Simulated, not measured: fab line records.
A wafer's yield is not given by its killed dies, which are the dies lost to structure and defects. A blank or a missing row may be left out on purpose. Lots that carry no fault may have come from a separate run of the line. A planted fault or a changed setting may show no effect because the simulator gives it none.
Matching of chambers ; flow n5_finfet ; N5_BEOL_M15_ETCH_57 on rie_diel-05: 4 sister chambers
The step etches SOC in N2/H2, time 750 s. 16 wafers are shown with their chamber, then 8 later ones without.

## WAFERS, EACH WITH ITS CHAMBER
wafer;chamber;drypump_motor_current_A (A);showerhead_plenum_p_Torr (Torr);throttle_valve_pct (%)
L077.1;3;6.1;2.46;17.41
L077.4;2;5.0;2.69;17.79
L077.6;3;6.1;2.46;17.42
L078.2;3;6.1;2.45;17.43
L078.4;0;5.8;2.68;17.69
L078.6;1;5.6;2.67;17.86
L086.1;2;5.1;2.68;17.84
L086.3;3;6.1;2.45;17.47
L086.5;0;5.8;2.67;17.71
L088.2;0;5.8;2.67;17.72
L088.3;1;5.6;2.67;17.88
L088.4;3;6.1;2.45;17.45
L090.3;0;5.8;2.67;17.71
L090.4;3;6.1;2.45;17.46
L090.6;2;5.0;2.68;17.81
L091.2;2;5.0;2.67;17.83

SIGNATURES (means of the wafers above)
reading;chamber 0;chamber 1;chamber 2;chamber 3;scatter within a chamber
drypump_motor_current_A;5.800;5.600;5.025;6.100;0.025
showerhead_plenum_p_Torr;2.6725;2.6700;2.6800;2.4533;0.00583
throttle_valve_pct;17.7075;17.8700;17.8175;17.4400;0.0203
Rule: a wafer's distance from a chamber is the root of the sum, over the readings, of the square of ((its reading less the chamber's mean) divided by the reading's scatter). If the next closest chamber is less than 2 further off than the closest, the wafer can't be placed; otherwise it belongs to the closest. The scatter is the square root of a quotient: the sum, over the shown wafers, of each reading's squared deviation from its chamber's mean, divided by wafers minus chambers.

## WAFERS WITH NO CHAMBER GIVEN
wafer;drypump_motor_current_A (A);showerhead_plenum_p_Torr (Torr);throttle_valve_pct (%)
L091.5;6.1;2.44;17.49
L091.6;5.0;2.67;17.84
L093.2;6.1;2.44;17.46
L093.3;5.6;2.66;17.90
L093.4;5.8;2.67;17.73
L095.2;6.2;2.44;17.50
L095.5;6.2;2.44;17.50
L095.6;5.8;2.67;17.75

## EACH ONE'S CHAMBER
wafer;from the rows above;in truth
L091.5;3;3
L091.6;2;2
L093.2;3;3
L093.3;1;1
L093.4;0;0
L095.2;3;3
L095.5;3;3
L095.6;0;0
Placed correctly: 8 of 8. Number that these rows cannot place: 0. 0 placed wrongly.
